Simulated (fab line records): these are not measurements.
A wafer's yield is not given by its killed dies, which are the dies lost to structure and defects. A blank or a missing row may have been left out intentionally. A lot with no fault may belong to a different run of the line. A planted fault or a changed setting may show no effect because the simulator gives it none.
fab line records	flow nand-harc
record lots=6	wafers=18	last-day=33
route steps=1302 shown P_ZERO_WELL@57 P_STI@69 END@1302
lots that met no fault: from a run of the same line without faults
start-h: start of the lot's first displayed wafer, in hours after the record's first day	wait-h: hours since the lot's step before	" repeats the value in the row above	L1.1+2: one row covering several wafers at once	- value missing, or start not given	* or withheld: withheld	< > ~ a bound
route shown NAME@n: names a module that has steps shown in the file, with the first one's number in the route	usual: average and standard deviation across the fault-free wafers	same: alike in all rows	chamber/n: place in a boat	sites: the reading at each site	_std_site: standard deviation of those values	_edge_site: inner sites' mean taken away from outer sites' mean	radius-mm: for every site, how far away it sits from the centre of the wafer	mask NAME#n: copy n	behind: the most recent tool/chamber to have shaped the wafer	hold: cause of the lot's hold/its duration in hours/its outcome	device: names the non-switching transistor (n, p or np)	end of line: the same wafers' tests at the end of the route	a step with no rows: only its recipe	killed: dies lost to structure and defects at the first sort, not the wafer's yield	map: a wafer's dies, marking killed ones x, the rest . and places with no die _
set.NAME: the setting the step ran with; set.NAME@STEP: the setting that earlier step ran with	model.NAME: the simulator's own value behind a step, which no gauge read
lots at some steps of the route; a table a step, a row a wafer
services: from which hour (start-h, from the record's first day; less than 0 if before it) a tool's chamber was out of use, for how many hours, and why
## steps
# step NHARC_P_ZERO_WELL_PEB_50
# recipe peb-temp-c=118	peb-time-s=85
# step NHARC_P_ZERO_WELL_DEVELOP_51
# recipe time-s=70
# step NHARC_P_ZERO_WELL_CD_MEAS_52
# recipe target-cd-nm=2000	landing-energy-ev=500
# usual cd-nm=1998.8/1.3
lot.wafer	tool	chamber	start-h	wait-h	cd-nm
L287.3	cd-sem-01	0	26.56	-	2000.3
L287.4	"	0	"	"	1998.4
L287.6	"	0	"	"	1997.6
L289.1	cd-sem-02	0	45.52	-	1998.1
L289.2	"	0	"	"	1998.5
L289.6	"	0	"	"	1997.6
L305.2	cd-sem-03	0	205.77	-	2000.6
L305.4	"	0	"	"	2000.2
L305.5	"	0	"	"	1999.7
L306.1	cd-sem-01	0	215.94	-	1998.9
L306.2	"	0	"	"	2000.2
L306.6	"	0	"	"	1999.3
L309.1	cd-sem-02	0	245.80	-	1999.8
L309.2	"	0	"	"	1999.1
L309.4	"	0	"	"	1998.6
L310.1	cd-sem-03	0	255.80	-	2000.2
L310.2	"	0	"	"	1998.8
L310.5	"	0	"	"	1997.0
# step NHARC_P_ZERO_WELL_HARDBAKE_53
# recipe temp-c=125	time-s=80
# step NHARC_P_ZERO_WELL_DESCUM_54
# recipe time-s=3	o2-flow-sccm=200	ar-flow-sccm=0	bias-power-w=0	chemistry=O2
# usual drypump-motor-current-A=5.9/0.3	o2-flow-sccm=200.0/0.88	oes-product-au=1.002/0.0088	rf-vpp-V=57.7/0.87	showerhead-plenum-p-Torr=1.89/0.085	throttle-valve-pct=11.311/0.0087
lot.wafer	tool	chamber	start-h	wait-h	drypump-motor-current-A	o2-flow-sccm	oes-product-au	rf-hours-counter-h	rf-vpp-V	showerhead-plenum-p-Torr	throttle-valve-pct
L287.3	rie-diel-08	0	26.73	-	6.2	200.3	1.008	0	58.4	1.98	11.317
L287.4	"	2	"	"	5.6	199.9	1.013	0	59.0	1.96	11.294
L287.6	"	3	"	"	5.8	200.0	1.005	-	57.2	1.78	11.314
L289.2	rie-diel-04	1	45.69	-	5.9	199.8	1.003	8	57.2	1.92	11.295
L289.1	"	2	"	"	5.6	199.5	1.019	10	57.8	1.82	11.309
L289.6	"	1	"	"	5.9	200.7	1.000	-	57.2	1.92	11.310
L305.4	rie-diel-04	2	205.94	-	5.6	201.5	1.015	4	56.2	1.81	11.315
L305.2	"	0	"	"	6.2	199.9	1.004	7	57.8	1.79	11.309
L305.5	"	2	"	"	5.6	200.0	1.009	-	57.2	1.81	11.324
L306.1	rie-diel-04	0	216.10	-	6.2	199.6	1.000	10	57.5	1.79	11.305
L306.2	"	2	"	"	5.6	199.8	0.995	7	58.1	1.80	11.320
L306.6	"	1	"	"	5.9	199.4	0.998	-	58.1	1.91	11.326
L309.2	rie-diel-08	1	245.98	-	5.9	199.2	0.996	15	57.4	2.07	11.323
L309.1	"	2	"	"	5.6	201.1	0.990	14	57.3	1.94	11.305
L309.4	"	3	"	"	5.8	199.6	1.005	8	58.2	2.07	11.320
L310.2	rie-diel-08	3	255.97	-	5.8	200.4	1.004	11	58.0	2.07	11.300
L310.1	"	1	"	"	5.9	199.9	0.999	18	57.7	2.07	11.316
L310.5	"	2	"	"	5.6	199.4	1.006	-	58.0	1.94	11.313
# step NHARC_P_ZERO_WELL_IMPLANT_55
# recipe energy-kev=180	dose-cm2=8e+11	tilt-deg=7
# step NHARC_P_ZERO_WELL_IMPLANT_61
# recipe energy-kev=30	dose-cm2=5e+11	tilt-deg=7
# step NHARC_P_ZERO_WELL_STRIP_56
# recipe time-s=840	temp-c=130	chemistry=SPM
# step NHARC_P_ZERO_WELL_PRECLEAN_68
# recipe time-s=60	temp-c=50	bath-age-min=0	chemistry=SC1
# step NHARC_P_ZERO_WELL_SRD_69
# step NHARC_P_ZERO_WELL_RTA_42
# recipe temp-c=1100	time-s=300
# usual lamp-power-pct=41/3.8	wafer_temp_C_max=1105.7/1.5
lot.wafer	tool	chamber	start-h	wait-h	lamp-power-pct	wafer_temp_C_max
L287.3	rtp-anneal-02	0	27.91	-	44	1105.3
L287.4	"	0	"	"	44	1107.5
L287.6	"	0	"	"	44	1108.9
L289.1	rtp-anneal-02	0	46.66	-	44	1104.7
L289.2	"	0	"	"	44	1105.1
L289.6	"	0	"	"	44	1106.2
L305.2	rtp-anneal-01	0	207.02	-	36	1104.3
L305.4	"	0	"	"	36	1104.8
L305.5	"	0	"	"	36	1104.9
L306.1	rtp-anneal-01	0	217.08	-	36	1104.1
L306.2	"	0	"	"	36	1103.6
L306.6	"	0	"	"	36	1104.5
L309.1	rtp-anneal-02	0	246.94	-	44	1105.4
L309.2	"	0	"	"	44	1106.4
L309.4	"	0	"	"	44	1104.2
L310.1	rtp-anneal-01	0	256.94	-	36	1104.9
L310.2	"	0	"	"	36	1104.3
L310.5	"	0	"	"	36	1104.6
# step NHARC_P_ZERO_WELL_INSPECT_43
# usual raw-defect-count=14/5.9
lot.wafer	tool	chamber	start-h	wait-h	raw-defect-count
L287.3	defect-inspect-01	-	28.37	0.4	11
L287.4	"	-	"	"	10
L287.6	"	-	"	"	12
L289.1	defect-inspect-01	-	47.33	0.6	18
L289.2	"	-	"	"	20
L289.6	"	-	"	"	27
L305.2	defect-inspect-01	-	207.60	0.5	11
L305.4	"	-	"	"	14
L305.5	"	-	"	"	13
L306.1	defect-inspect-01	-	217.75	0.6	13
L306.2	"	-	"	"	17
L306.6	"	-	"	"	8
L309.1	defect-inspect-01	-	247.65	0.6	5
L309.2	"	-	"	"	8
L309.4	"	-	"	"	10
L310.1	defect-inspect-02	-	257.61	0.6	21
L310.2	"	-	"	"	20
L310.5	"	-	"	"	9
# step NHARC_P_STI_ETCH_26
# recipe target-depth-a=110	chemistry=dHF	material=SiO2
lot.wafer	tool	chamber	start-h	wait-h
L287.3+6+4	wet-bench-04	6,0,1	28.44	0.1
L289.6+1+2	wet-bench-07	4,6,7	47.38	0.0
L305.2+5+4	wet-bench-07	1,3,5	207.66	0.1
L306.1+6+2	wet-bench-07	0,3,5	217.80	0.1
L309.4+2+1	wet-bench-04	3,7,0	247.70	0.0
L310.5+1+2	wet-bench-06	3,6,7	257.66	0.0
# step NHARC_P_STI_PRECLEAN_27
# recipe time-s=*	temp-c=50	bath-age-min=0	chemistry=SC1
# step NHARC_P_STI_SRD_28
# step NHARC_P_STI_OXIDE_29
# recipe target-thk-a=100	temp-c=900	ox-time-s=1362	material=SiO2
# step NHARC_P_STI_HM_DEP_30
# recipe target-thk-a=800	temp-c=790	pressure-mtorr=300	time-s=873	material=Si3N4
# step NHARC_P_STI_DEHYDRATE_01
# recipe temp-c=150	time-s=120
# step NHARC_P_STI_HMDS_02
# recipe time-s=30
# step NHARC_P_STI_COAT_41
# recipe temp-c=200	time-s=65
# step NHARC_P_STI_COAT_03
# recipe spin-rpm=2000	resist-thk-nm=600
# step NHARC_P_STI_SOFTBAKE_04
# recipe temp-c=125	time-s=70
# step NHARC_P_STI_EBR_05
# step NHARC_P_STI_EXPOSE_06
# recipe na=0.55	target-cd-nm=200	dose-mj=37.69	mask-id=P_STI
# step NHARC_P_STI_PEB_07
# recipe peb-temp-c=128	peb-time-s=80
# step NHARC_P_STI_DEVELOP_08
# recipe time-s=50	dev-temp-c=22
# step NHARC_P_STI_CD_MEAS_09
# recipe target-cd-nm=200	landing-energy-ev=500
# usual cd-nm=200.7/2.1
lot.wafer	tool	chamber	start-h	wait-h	cd-nm
L287.3	cd-sem-01	0	51.83	-	201.8
L287.4	"	0	"	"	200.9
L287.6	"	0	"	"	198.7
L289.1	cd-sem-02	0	62.40	-	199.4
L289.2	"	0	"	"	199.9
L289.6	"	0	"	"	201.0
L305.2	cd-sem-03	0	224.13	-	202.3
L305.4	"	0	"	"	204.8
L305.5	"	0	"	"	202.8
L306.1	cd-sem-02	0	236.06	-	198.6
L306.2	"	0	"	"	199.4
L306.6	"	0	"	"	205.4
L309.1	cd-sem-02	0	262.40	-	197.7
L309.2	"	0	"	"	198.2
L309.4	"	0	"	"	203.0
L310.1	cd-sem-02	0	272.80	-	202.5
L310.2	"	0	"	"	201.1
L310.5	"	0	"	"	201.9
# step NHARC_P_STI_OVL_MEAS_10
# usual overlay-x-nm=1/6.5	overlay-y-nm=1/5.7
lot.wafer	tool	chamber	start-h	wait-h	overlay-x-nm	overlay-y-nm
L287.3	overlay-01	-	51.92	-	-7	0
L287.4	"	-	"	"	-7	0
L287.6	"	-	"	"	-6	0
L289.1	overlay-01	-	62.49	-	1	2
L289.2	"	-	"	"	1	1
L289.6	"	-	"	"	1	2
L305.2	overlay-01	-	224.22	-	10	4
L305.4	"	-	"	"	11	2
L305.5	"	-	"	"	10	2
L306.1	overlay-01	-	236.15	-	-1	-3
L306.2	"	-	"	"	0	-3
L306.6	"	-	"	"	0	-4
L309.1	overlay-01	-	262.49	-	-3	5
L309.2	"	-	"	"	-3	5
L309.4	"	-	"	"	-3	5
L310.1	overlay-01	-	272.89	-	10	-6
L310.2	"	-	"	"	10	-6
L310.5	"	-	"	"	10	-7
# step NHARC_P_STI_INSPECT_11
# usual raw-defect-count=6/3.1
lot.wafer	tool	chamber	start-h	wait-h	raw-defect-count
L287.3	defect-inspect-02	-	51.95	0.0	6
L287.4	"	-	"	"	8
L287.6	"	-	"	"	8
L289.1	defect-inspect-01	-	62.52	0.0	8
L289.2	"	-	"	"	4
L289.6	"	-	"	"	4
L305.2	defect-inspect-01	-	224.25	0.0	1340
L305.4	"	-	"	"	1450
L305.5	"	-	"	"	1350
L306.1	defect-inspect-02	-	236.19	0.0	1338
L306.2	"	-	"	"	1347
L306.6	"	-	"	"	1263
L309.1	defect-inspect-01	-	262.53	0.0	10
L309.2	"	-	"	"	10
L309.4	"	-	"	"	10
L310.1	defect-inspect-02	-	272.92	0.0	3
L310.2	"	-	"	"	3
L310.5	"	-	"	"	4
# step NHARC_P_STI_HARDBAKE_13
# recipe temp-c=118	time-s=65
# step NHARC_END_SORT_01
# recipe temp-c=25
# usual killed-at-array=57/19	killed-at-other=0.9/1.1	killed-at-periphery=4.0/2.6	killed-dies=62/19	killed-open=3.3/1.8	killed-short=2.4/1.7
# same gross-dies=677
lot.wafer	tool	chamber	start-h	wait-h	killed-at-array	killed-at-other	killed-at-periphery	killed-dies	killed-open	killed-short
L305.2	prober-02	0	727.33	2.8	53	1	24	78	3	2
L305.4	prober-02	0	728.95	3.4	55	2	102	159	3	4
L305.5	prober-02	0	729.76	3.8	51	3	116	170	2	2
L306.1	prober-01	0	750.48	2.5	85	0	84	169	5	2
L306.2	prober-01	0	751.27	2.8	72	1	98	171	2	1
L306.6	prober-01	0	754.44	4.0	76	0	114	190	3	1
# killed by level:class
L305.2 A_CHANNEL_HOLE_D2:chamber-film-flake=21 P_STI:unspecified=19 A_SLIT:chamber-film-flake=17 A_CHANNEL_HOLE_D1:chamber-film-flake=5 P_ZERO_WELL:chamber-film-flake=4 A_CONTACT:chamber-film-flake=3 P_M0:geometric-particle:open=1 A_ONON_D1:geometric-particle:open=1
L305.4 P_STI:unspecified=99 A_CHANNEL_HOLE_D2:chamber-film-flake=29 A_SLIT:chamber-film-flake=14 A_CONTACT:chamber-film-flake=3 P_ZERO_WELL:chamber-film-flake=2 A_CHANNEL_HOLE_D1:chamber-film-flake=2 P_CONTACT:geometric-particle:short=1 A_SOURCE_PLATE:geometric-particle:open=1
L305.5 P_STI:unspecified=110 A_SLIT:chamber-film-flake=29 A_CHANNEL_HOLE_D2:chamber-film-flake=10 P_ZERO_WELL:chamber-film-flake=6 A_CONTACT:chamber-film-flake=3 A_CHANNEL_HOLE_D1:chamber-film-flake=3 THIN_TSV:chamber-film-flake=3 A_CHANNEL_FILL_D1:geometric-particle:short=1
L306.1 P_STI:unspecified=74 A_SLIT:chamber-film-flake=34 A_CHANNEL_HOLE_D1:chamber-film-flake=22 A_CHANNEL_HOLE_D2:chamber-film-flake=12 A_CONTACT:chamber-film-flake=6 P_BONDPAD:chamber-film-flake=4 P_CONTACT:geometric-particle:open=2 P_ZERO_WELL:chamber-film-flake=2
L306.2 P_STI:unspecified=95 A_CHANNEL_HOLE_D1:chamber-film-flake=24 A_CHANNEL_HOLE_D2:chamber-film-flake=19 A_SLIT:chamber-film-flake=14 A_CONTACT:chamber-film-flake=4 A_WL_FILL:chamber-film-flake=3 A_STAIRCASE:chamber-film-flake=2 P_M0:geometric-particle:open=1
L306.6 P_STI:unspecified=109 A_CHANNEL_HOLE_D1:chamber-film-flake=23 A_SLIT:chamber-film-flake=21 A_CHANNEL_HOLE_D2:chamber-film-flake=15 A_CONTACT:chamber-film-flake=6 A_SGD_CUT:chamber-film-flake=4 P_GATE:chamber-film-flake=3 A_WL_FILL:chamber-film-flake=2
# map L305.5 (x killed, . not)
____________x____________
_________.xxxxx._________
_______..xxxx....x_______
______......x......______
_____.......x......._____
____.................____
____.................____
___...................___
___...................___
__.....................__
__.......x.............__
_..x...................._
_x.xx..x.....xxxxx......_
_...xx....x.xxxxxxx....._
_xx.xx.xx...xxxxxxx....._
_.xxxxx....xxxxxxxx...x._
...xx..x...xxxxxxxx......
...xxxx...xxxxxxxxxxx....
.xx.x......xxxxxxxxxx....
...x.x.....xxxxxxxxx.x...
...........xxxxxxxxx.....
_..........xxxxxxxx.x..._
_..x......xxxxxxxxxx.x.._
_..........xxxxxxxx....._
_............xxxxx......_
_..........x..xxxx......_
__..x.............x....__
__.....................__
___................x..___
___......x...x........___
____.................____
____.................____
_____......x........_____
______..x..........______
_______..x.x......_______
_________x......_________
____________.____________
# map L306.6 (x killed, . not)
____________.____________
_________......._________
_______........x.._______
______.............______
_____.............x._____
____.................____
____..........x.....x____
___..............x....___
___...................___
__........x............__
__.....................__
_..xx...........x......._
_.xx.xx...x...xx.x......_
_x.xxxxx....x.xxxxx....._
_.xx.x.xx...xxxxxxx....._
_xxxxxxxxxxxxxxxxxxx...._
..xxxxxx.x.xxxxxxxxxx....
...xxxxxxx.xxxxxxxxxx....
..xx.xxxxx.xxxxxxxxx.....
....xxxxxxxxxxxxxxxxx....
..xxxxxx..xxxxxxxxx......
_..x........xxxxxxxx...._
_....x......xxxxxxx....._
_...........xxxxxx.x...._
_x.......x..xxxxxxx....._
_..x......x.xxx.xx......_
__.x.........x..x......__
__.....................__
___...............x..x___
___.......x...x.......___
____..............x..____
____.................____
_____..............._____
______.............______
_______..........._______
_________......._________
____________.____________
## services
tool	chamber	start-h	hours	kind
wet-bench-07	-	6.32	1.9	repair
rie-diel-04	0	10.07	-	clean
rie-diel-04	1	10.07	-	clean
rie-diel-04	2	10.07	-	clean
rie-diel-04	3	10.07	-	clean
rtp-anneal-02	-	12.00	12.0	pm
rie-diel-08	-	13.95	9.0	pm
wet-bench-06	-	17.60	8.0	pm
wet-bench-04	-	51.20	8.0	pm
rie-diel-04	3	57.45	2.8	repair
rie-diel-08	2	128.65	1.8	repair
rie-diel-08	0	146.40	16.3	repair
wet-bench-07	-	149.94	2.9	repair
wet-bench-07	-	160.00	8.0	pm
wet-bench-04	-	165.75	3.2	repair
rie-diel-04	-	180.43	9.0	pm
rie-diel-08	-	190.95	9.0	pm
wet-bench-06	-	193.60	8.0	pm
rie-diel-04	1	209.91	6.1	repair
rie-diel-08	3	215.73	8.8	repair
wet-bench-04	-	227.20	8.0	pm
rie-diel-04	2	236.01	1.5	repair
rie-diel-04	1	247.51	11.4	repair
wet-bench-07	-	253.58	2.2	repair
## key
first-sign step=NHARC_P_STI_INSPECT_11	reading=raw-defect-count	direction=up	sigmas=99+	usual=6	struck=1348
effect step=NHARC_END_SORT_01	reading=killed-at-periphery	direction=up	sigmas=33	usual=4.0	struck=89.7
more-kills-born-at NHARC_P_STI_ETCH_26@wet-bench-07=506
met-at NHARC_P_STI_ETCH_26
struck-wafers L305.2,L305.4,L305.5,L306.1,L306.2,L306.6
tester-left-out L305,L306
onset-between 47.38 207.66
also-fits NHARC_P_ZERO_WELL_DESCUM_54:rie-diel-04
fault kind=chamber-particle-source	tool=wet-bench-07	chamber=-	onset-h=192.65	steps=NHARC_P_STI_ETCH_26	rate-per-visit-cm2=2.0882	end-h=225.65
# tester-left-out: of these lots the tester's yield and bins aren't shown, on N5 and GAA mostly nor the transistor test; their killed dies are dies lost to structure and defects alone, not to doping, threshold or leakage, so they don't give the yield
